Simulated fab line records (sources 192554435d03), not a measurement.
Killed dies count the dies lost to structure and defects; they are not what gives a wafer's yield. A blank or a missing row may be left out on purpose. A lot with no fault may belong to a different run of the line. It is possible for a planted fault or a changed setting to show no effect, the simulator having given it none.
Which tool was responsible?	flow n5_finfet	24 lots, 72 wafers sampled, at 5 steps of a route of 1938

WHAT THE GAUGES READ, wafer by wafer
N5_MOL_CONTACT_COAG_OVL_MEAS_85. Usual: VG_OVL 0.1 nm, standard deviation 0.64.
lot	measured	on	VG_OVL (nm)	flag
L074	day 5 06:58	overlay-01	0.0 -0.3 -0.9	
L075	day 5 16:06	overlay-02	1.0 1.2 0.8	
L076	day 5 19:16	overlay-01	1.5 1.1 0.9	
L077	day 5 21:38	overlay-02	0.9 -0.1 -0.5	
L078	day 6 04:17	overlay-02	-0.6 0.5 0.1	
L079	day 6 11:12	overlay-01	0.4 0.3 0.9	
L080	day 6 15:04	overlay-01	-0.7 0.2 -0.6	
L081	day 6 20:41	overlay-02	0.3 -0.1 0.3	
L082	day 7 01:44	overlay-02	-0.6 -0.1 -0.2	
L083	day 7 09:46	overlay-02	0.1 -0.3 -0.8	
L084	day 7 17:35	overlay-02	-0.7 0.4 1.0	
L085	day 7 18:05	overlay-02	0.1 -0.1 -0.7	
L086	day 7 23:34	overlay-02	-0.3 -0.7 -0.2	
L087	day 8 10:35	overlay-01	-0.5 -0.9 -0.7	
L088	day 8 15:31	overlay-02	0.7 -0.2 0.2	
L089	day 8 20:08	overlay-02	-0.6 0.1 -0.3	
L090	day 9 06:37	overlay-01	1.2 0.8 1.6	
L091	day 9 08:13	overlay-02	0.3 0.0 -0.4	
L092	day 9 14:11	overlay-01	1.1 0.4 -0.3	
L093	day 9 19:58	overlay-01	-0.1 0.6 0.6	
L094	day 10 11:23	overlay-01	0.0 -0.1 0.7	
L095	day 10 11:38	overlay-01	-0.8 -0.2 -1.3	
L096	day 10 16:08	overlay-02	-0.7 0.6 0.1	
L097	day 10 22:01	overlay-02	0.1 -1.1 -1.5	

N5_MOL_CONTACT_COAG_OVL_MEAS_41. Usual: VD_OVL -0.2 nm, standard deviation 0.68.
lot	measured	on	VD_OVL (nm)	flag
L074	day 5 08:23	overlay-02	-2.4 -1.1 -1.7	
L075	day 5 17:27	overlay-02	-1.3 -0.1 0.2	
L076	day 5 20:41	overlay-01	0.0 -0.7 -1.7	
L077	day 6 00:20	overlay-02	-1.1 -0.4 -0.3	
L078	day 6 06:20	overlay-02	-0.3 -0.1 0.2	
L079	day 6 13:02	overlay-01	0.2 0.0 0.1	
L080	day 6 16:22	overlay-01	-0.3 -0.6 -0.5	
L081	day 6 22:14	overlay-01	0.5 0.2 0.2	
L082	day 7 03:28	overlay-02	-0.1 0.9 -0.8	
L083	day 7 11:36	overlay-01	-0.4 0.7 0.1	
L084	day 7 19:59	overlay-01	-0.6 1.4 -0.4	
L085	day 7 20:35	overlay-02	-0.1 -0.8 -0.6	
L086	day 8 01:14	overlay-01	0.1 0.1 -0.8	
L087	day 8 12:29	overlay-01	-0.3 0.4 -0.4	
L088	day 8 17:19	overlay-01	-0.4 0.2 0.1	
L089	day 8 21:52	overlay-02	-1.3 -0.1 -0.6	
L090	day 9 08:04	overlay-01	-0.4 0.5 -0.5	
L091	day 9 09:31	overlay-02	0.3 0.7 0.0	
L092	day 9 15:34	overlay-01	-1.8 0.0 -0.8	
L093	day 9 21:25	overlay-01	-0.5 1.3 0.6	
L094	day 10 12:49	overlay-01	0.0 -0.1 0.5	
L095	day 10 13:01	overlay-02	-0.3 -1.6 -0.2	
L096	day 10 17:31	overlay-01	0.1 -0.3 0.4	
L097	day 10 23:39	overlay-01	0.5 -0.4 0.3	

WHAT TOOL EACH LOT RAN ON (gives the tool, then ch and the chambers of the sampled wafers, and finally the start)
lot	N5_MOL_CONTACT_COAG_CMP_28	N5_MOL_CONTACT_COAG_ETCHBACK_132	N5_MOL_CONTACT_COAG_STRIP_96
L074	cmp-02 ch 0,1,3, day 5 05:19	rie_diel-01 ch 0,3, day 5 07:23	rie_diel-01 ch 0,3, day 5 07:37
L075	cmp-04 ch 2,3, day 5 14:49	rie_diel-05 ch 0,1,2, day 5 16:34	rie_diel-05 ch 0,1,2, day 5 16:48
L076	cmp-02 ch 2,3, day 5 18:04	rie_diel-06 ch 2,3, day 5 19:49	rie_diel-06 ch 2,3, day 5 20:03
L077	cmp-04 ch 1,2,3, day 5 20:30	rie_diel-06 ch 0,2,3, day 5 23:28	rie_diel-06 ch 0,2,3, day 5 23:41
L078	cmp-04 ch 0,2,3, day 6 03:04	rie_diel-06 ch 0,1,2, day 6 05:22	rie_diel-06 ch 0,1,2, day 6 05:35
L079	cmp-04 ch 0,2,3, day 6 09:59	rie_diel-01 ch 0,2,3, day 6 12:11	rie_diel-01 ch 0,2,3, day 6 12:25
L080	cmp-04 ch 0,3, day 6 13:44	rie_diel-05 ch 0,2, day 6 15:32	rie_diel-05 ch 0,2, day 6 15:45
L081	cmp-04 ch 0,2,3, day 6 19:25	rie_diel-05 ch 0,1, day 6 21:16	rie_diel-05 ch 0,1, day 6 21:29
L082	cmp-02 ch 1,2,3, day 7 00:31	rie_diel-05 ch 2,3, day 7 02:37	rie_diel-05 ch 2,3, day 7 02:50
L083	cmp-04 ch 1,2, day 7 08:21	rie_diel-06 ch 2,3, day 7 10:37	rie_diel-06 ch 2,3, day 7 10:50
L084	cmp-02 ch 1,2,3, day 7 16:23	rie_diel-06 ch 0,3, day 7 18:50	rie_diel-06 ch 0,3, day 7 19:03
L085	cmp-04 ch 0,1, day 7 16:53	rie_diel-06 ch 2,3, day 7 19:44	rie_diel-06 ch 2,3, day 7 19:58
L086	cmp-01 ch 0,3, day 7 22:13	rie_diel-01 ch 0,1,3, day 7 23:58	rie_diel-01 ch 0,1,3, day 8 00:12
L087	cmp-02 ch 0,2, day 8 09:16	rie_diel-05 ch 0,3, day 8 11:39	rie_diel-05 ch 0,3, day 8 11:53
L088	cmp-01 ch 0,3, day 8 14:10	rie_diel-06 ch 0,1, day 8 16:28	rie_diel-06 ch 0,1, day 8 16:42
L089	cmp-01 ch 0,1,3, day 8 19:01	rie_diel-01 ch 0,1,2, day 8 21:02	rie_diel-01 ch 0,1,2, day 8 21:16
L090	cmp-04 ch 0,3, day 9 05:17	rie_diel-01 ch 0,1,2, day 9 07:10	rie_diel-01 ch 0,1,2, day 9 07:23
L091	cmp-01 ch 0,2,3, day 9 07:05	rie_diel-06 ch 0,3, day 9 08:37	rie_diel-06 ch 0,3, day 9 08:50
L092	cmp-04 ch 0,1,3, day 9 12:52	rie_diel-05 ch 0,3, day 9 14:35	rie_diel-05 ch 0,3, day 9 14:49
L093	cmp-04 ch 2,3, day 9 18:44	rie_diel-06 ch 0,2,3, day 9 20:34	rie_diel-06 ch 0,2,3, day 9 20:47
L094	cmp-04 ch 1,2,3, day 10 09:47	rie_diel-01 ch 0,1,2, day 10 11:51	rie_diel-01 ch 0,1,2, day 10 12:04
L095	cmp-01 ch 0,1, day 10 10:26	rie_diel-01 ch 1,2,3, day 10 12:10	rie_diel-01 ch 1,2,3, day 10 12:23
L096	cmp-01 ch 1,2, day 10 14:49	rie_diel-05 ch 0,2,3, day 10 16:32	rie_diel-05 ch 0,2,3, day 10 16:46
L097	cmp-04 ch 1,3, day 10 20:43	rie_diel-05 ch 0,2,3, day 10 22:41	rie_diel-05 ch 0,2,3, day 10 22:54
- N5_MOL_CONTACT_COAG_CMP_28: polishes, stops on SiNx, t overpolish 0.85 s, target thk 14.522 nm.
- N5_MOL_CONTACT_COAG_ETCHBACK_132: etches SiO2 in CHF3, target depth 10 nm, time 6.7 s.
- N5_MOL_CONTACT_COAG_STRIP_96: strips in N2/H2.

WHAT THE TOOLS THEMSELVES READ (means of the sampled wafers that have a number; where no wafer has one, the mark that the record gives instead)
N5_MOL_CONTACT_COAG_CMP_28. Usual: motor_current_A 12.8 A, standard deviation 1.5; time_to_endpoint_s 5.0 s, standard deviation 2.2.
lot	tool	motor_current_A (A)	time_to_endpoint_s (s)	flag
L074	cmp-02	11.0	1.5	
L075	cmp-04	12.4	7.2	
L076	cmp-02	10.8	2.6	
L077	cmp-04	12.6	3.5	
L078	cmp-04	13.7	1.6	
L079	cmp-04	13.4	3.5	
L080	cmp-04	14.0	5.0	
L081	cmp-04	13.8	4.4	
L082	cmp-02	10.5	2.6	
L083	cmp-04	12.3	7.9	
L084	cmp-02	10.7	5.9	
L085	cmp-04	13.5	7.4	
L086	cmp-01	11.9	6.5	
L087	cmp-02	11.5	4.2	
L088	cmp-01	11.9	6.7	
L089	cmp-01	12.9	4.9	
L090	cmp-04	14.0	7.6	
L091	cmp-01	13.9	4.7	
L092	cmp-04	13.6	6.8	
L093	cmp-04	12.6	6.7	
L094	cmp-04	13.0	4.8	
L095	cmp-01	12.6	5.0	
L096	cmp-01	14.1	4.2	
L097	cmp-04	13.3	4.3	

N5_MOL_CONTACT_COAG_ETCHBACK_132. Usual: value, then standard deviation, for each; bias_w 169.9 W / 0.51; chamber_pressure_mTorr 29.999 mTorr / 0.029; drypump_motor_current_A 5.7 A / 0.55; oes_product_au 0.76 a.u. / 0.08; rf_vpp_V 526 V / 6.7; showerhead_plenum_p_Torr 2.36 Torr / 0.066; throttle_valve_pct 18.76 % / 0.26.
lot	tool	bias_w (W)	chamber_pressure_mTorr (mTorr)	drypump_motor_current_A (A)	oes_product_au (a.u.)	rf_vpp_V (V)	showerhead_plenum_p_Torr (Torr)	throttle_valve_pct (%)	flag
L074	rie_diel-01	170.0	30.021	5.1	0.74	535	2.34	18.76	
L075	rie_diel-05	169.8	30.012	5.8	0.77	528	2.38	18.60	
L076	rie_diel-06	169.5	29.992	5.8	0.70	528	2.28	18.88	
L077	rie_diel-06	169.4	30.009	5.9	0.73	525	2.32	18.83	
L078	rie_diel-06	170.0	29.984	5.7	0.76	520	2.33	18.88	
L079	rie_diel-01	170.1	30.002	5.5	0.79	529	2.36	18.61	
L080	rie_diel-05	170.0	30.000	5.9	0.82	525	2.37	18.45	
L081	rie_diel-05	170.0	30.033	5.9	0.77	523	2.35	18.73	
L082	rie_diel-05	170.1	29.995	5.7	0.69	535	2.45	18.77	
L083	rie_diel-06	169.5	30.014	5.9	0.69	527	2.27	18.90	
L084	rie_diel-06	170.0	30.006	5.5	0.72	529	2.31	18.93	
L085	rie_diel-06	169.7	29.962	6.2	0.68	524	2.26	18.83	
L086	rie_diel-01	170.3	29.989	5.1	0.73	531	2.34	18.74	
L087	rie_diel-05	170.5	30.030	6.1	0.82	523	2.37	18.63	
L088	rie_diel-06	170.1	29.978	5.1	0.76	518	2.34	19.04	
L089	rie_diel-01	170.3	29.992	5.5	0.79	526	2.36	18.59	
L090	rie_diel-01	170.2	30.015	5.5	0.79	525	2.36	18.61	
L091	rie_diel-06	170.2	30.011	5.5	0.73	526	2.36	18.90	
L092	rie_diel-05	169.8	30.005	6.1	0.76	525	2.42	18.90	
L093	rie_diel-06	169.9	29.965	5.9	0.81	527	2.40	18.76	
L094	rie_diel-01	169.8	30.007	5.5	0.78	524	2.36	18.63	
L095	rie_diel-01	170.0	30.003	5.6	0.83	527	2.37	18.50	
L096	rie_diel-05	169.7	30.004	5.9	0.84	529	2.41	18.62	
L097	rie_diel-05	169.7	30.001	6.0	0.83	529	2.41	18.62	

N5_MOL_CONTACT_COAG_STRIP_96. Usual: value, then standard deviation, for each; chamber_pressure_mTorr 49.99 mTorr / 0.061; drypump_motor_current_A 5.7 A / 0.56; oes_product_au 0.77 a.u. / 0.082; rf_vpp_V 121.7 V / 1.1; showerhead_plenum_p_Torr 3.32 Torr / 0.087; temp_c 39.98 C / 0.11; throttle_valve_pct 19.0 % / 0.4.
lot	tool	chamber_pressure_mTorr (mTorr)	drypump_motor_current_A (A)	oes_product_au (a.u.)	rf_vpp_V (V)	showerhead_plenum_p_Torr (Torr)	temp_c (C)	throttle_valve_pct (%)	flag
L074	rie_diel-01	50.00	5.1	0.74	122.1	3.32	40.19	19.1	
L075	rie_diel-05	50.03	5.8	0.78	122.0	3.35	39.98	18.9	
L076	rie_diel-06	50.01	5.9	0.71	122.4	3.22	39.94	19.5	
L077	rie_diel-06	49.93	5.9	0.73	120.9	3.26	40.04	19.2	
L078	rie_diel-06	50.04	5.7	0.75	122.0	3.26	39.99	18.8	
L079	rie_diel-01	50.04	5.6	0.79	121.5	3.33	39.94	18.8	
L080	rie_diel-05	50.03	5.9	0.83	120.3	3.35	39.97	18.9	
L081	rie_diel-05	50.04	5.9	0.78	120.9	3.30	39.98	18.9	
L082	rie_diel-05	49.93	5.7	0.68	122.0	3.46	40.07	19.2	
L083	rie_diel-06	49.99	5.8	0.69	121.5	3.21	39.85	19.6	
L084	rie_diel-06	49.96	5.5	0.72	120.7	3.26	40.00	19.5	
L085	rie_diel-06	49.98	6.2	0.69	122.0	3.20	39.86	19.4	
L086	rie_diel-01	49.91	5.1	0.74	121.4	3.31	39.91	19.0	
L087	rie_diel-05	49.94	6.1	0.83	121.8	3.34	39.93	18.9	
L088	rie_diel-06	50.00	5.1	0.76	121.3	3.27	39.98	18.8	
L089	rie_diel-01	49.95	5.5	0.79	121.9	3.33	39.92	18.6	
L090	rie_diel-01	49.97	5.5	0.79	121.1	3.33	40.02	18.6	
L091	rie_diel-06	49.99	5.6	0.74	122.1	3.30	40.05	19.1	
L092	rie_diel-05	49.99	6.1	0.76	122.8	3.40	39.95	19.0	
L093	rie_diel-06	49.97	5.9	0.82	121.4	3.38	39.93	19.1	
L094	rie_diel-01	49.99	5.5	0.77	121.4	3.32	39.88	18.6	
L095	rie_diel-01	50.04	5.6	0.83	121.5	3.35	39.99	18.6	
L096	rie_diel-05	49.98	5.9	0.85	122.2	3.39	40.01	19.0	
L097	rie_diel-05	49.99	5.9	0.83	121.3	3.39	40.01	19.0	

THE ANSWER, worked out from the rows above alone
Rule: take the mean of a lot's wafers that have a number; if it is more than 3 standard deviations from the usual mean, the lot is off. A lot without any number at a reading at which 4 lots or more have one is off too. Where the step has rows for the other lots, those lots are counted as sound. The gauges are gone through in route order, then the tools' own readings, and for those a lot's mean is taken as printed above. At the first step where some lot is off, the reading lying furthest off is the one used; lots without a number count as furthest.
Across all readings shown, no lot is off: no conclusion can be drawn from this.

WHAT THE SIMULATOR HAD INSERTED
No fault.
